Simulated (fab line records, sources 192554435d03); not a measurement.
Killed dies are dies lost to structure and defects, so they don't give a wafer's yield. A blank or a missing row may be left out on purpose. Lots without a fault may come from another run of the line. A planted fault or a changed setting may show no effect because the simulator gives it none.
Split-lot experiment | flow n5_finfet | 7 lots, 21 wafers read, on a route of 1938 steps

THE SPLIT
At N5_MIM_BOT_LITHO_EXPOSE_05 (exposes mask MIM BOT), the setting dose_mj was moved away from the recipe's 24.25 on 5 of the 21 wafers read, by -7.1% to -2.1%. The other wafers ran this setting at the recipe's value.

FROM THE SPLIT TO THE READING: what the file shows between them, 3 steps
- N5_MIM_BOT_LITHO_PEB_06
- N5_MIM_BOT_LITHO_DEVELOP_07: develop time 60 s
- N5_MIM_BOT_LITHO_HARDBAKE_09: time 120 s

THE READING
cd_nm, in nm, at N5_MIM_BOT_LITHO_CD_MEAS_08 (target cd 3000 nm). Fault-free wafers of this fab line usually give 2999.9 nm, standard deviation 2.2 nm.

wafer  | tool, chamber at the split | dose_mj as run | against the recipe | cd_nm, nm | against lot-mates on the recipe
L074.1 | krf_scanner-01, 0          | 23.74          | -2.1%              | 2995.0    | -5.4
L074.2 | krf_scanner-01, 0          | 24.25          | recipe             | 3000.5    | -
L074.3 | krf_scanner-01, 0          | 24.25          | recipe             | 3000.4    | -
L076.1 | krf_scanner-01, 0          | 24.25          | recipe             | 2997.9    | -
L076.5 | krf_scanner-01, 0          | 24.25          | recipe             | 3001.3    | -
L076.6 | krf_scanner-01, 0          | 24.25          | recipe             | 2998.3    | -
L080.2 | krf_scanner-01, 0          | 23.23          | -4.2%              | 2989.7    | -10.2
L080.4 | krf_scanner-01, 0          | 24.25          | recipe             | 3002.3    | -
L080.5 | krf_scanner-01, 0          | 24.25          | recipe             | 2997.4    | -
L090.2 | krf_scanner-02, 0          | 22.53          | -7.1%              | 2988.6    | -10.1
L090.3 | krf_scanner-02, 0          | 22.53          | -7.1%              | 2983.7    | -15.0
L090.4 | krf_scanner-02, 0          | 24.25          | recipe             | 2998.7    | -
L089.2 | krf_scanner-02, 0          | 24.25          | recipe             | 3002.4    | -
L089.4 | krf_scanner-02, 0          | 24.25          | recipe             | 3001.6    | -
L089.6 | krf_scanner-02, 0          | 24.25          | recipe             | 2999.2    | -
L092.1 | krf_scanner-01, 0          | 22.9           | -5.6%              | 2988.2    | -10.7
L092.2 | krf_scanner-01, 0          | 24.25          | recipe             | 2998.4    | -
L092.6 | krf_scanner-01, 0          | 24.25          | recipe             | 2999.3    | -
L093.2 | krf_scanner-01, 0          | 24.25          | recipe             | 3000.1    | -
L093.3 | krf_scanner-01, 0          | 24.25          | recipe             | 2999.3    | -
L093.6 | krf_scanner-01, 0          | 24.25          | recipe             | 2997.8    | -

THE FIT
A straight line over all 21 wafers: cd_nm changes by +1.99 nm for each +1% of dose_mj; r = +0.95; the points scatter about the line by 1.7 nm.
The same after taking each lot's own level away (the mean of its wafers on the recipe; 21 wafers): +1.88 nm for each +1%; r = +0.95; scatter 1.6 nm.
On that fit, the largest move of dose_mj shifts the reading by 13 nm.
The lots' own levels span 2998.70 to 3001.07 nm, that is 1.1 times the standard deviation above.
So the lot-to-lot level changes the slope little: the two slopes agree.
Check: with one of the wafers moved furthest among these (-7.1%) left out of the fit, the line predicts -15.1 nm for it against its lot-mates. It came out at -10.1 nm against them.

OTHER SPLITS ON THESE WAFERS
These wafers also went through other splits before the reading. Each is held against what the fit with the lots' levels taken away leaves over:
other split on the same wafers | wafers away from the commonest value | r with cd_nm (lot level and that fit taken away)
N5_BEOL_M14_ILD_DEP_00 temp_c  | 5                                    | -0.27
N5_BEOL_M14_EXPOSE_07 dose_mj  | 4                                    | -0.16
N5_BEOL_M14_SPUTTER_44 power_w | 2                                    | -0.10

THE FILE'S OWN FIT
cd_nm changes by +1.96 nm for each +1% of dose_mj, r = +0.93.
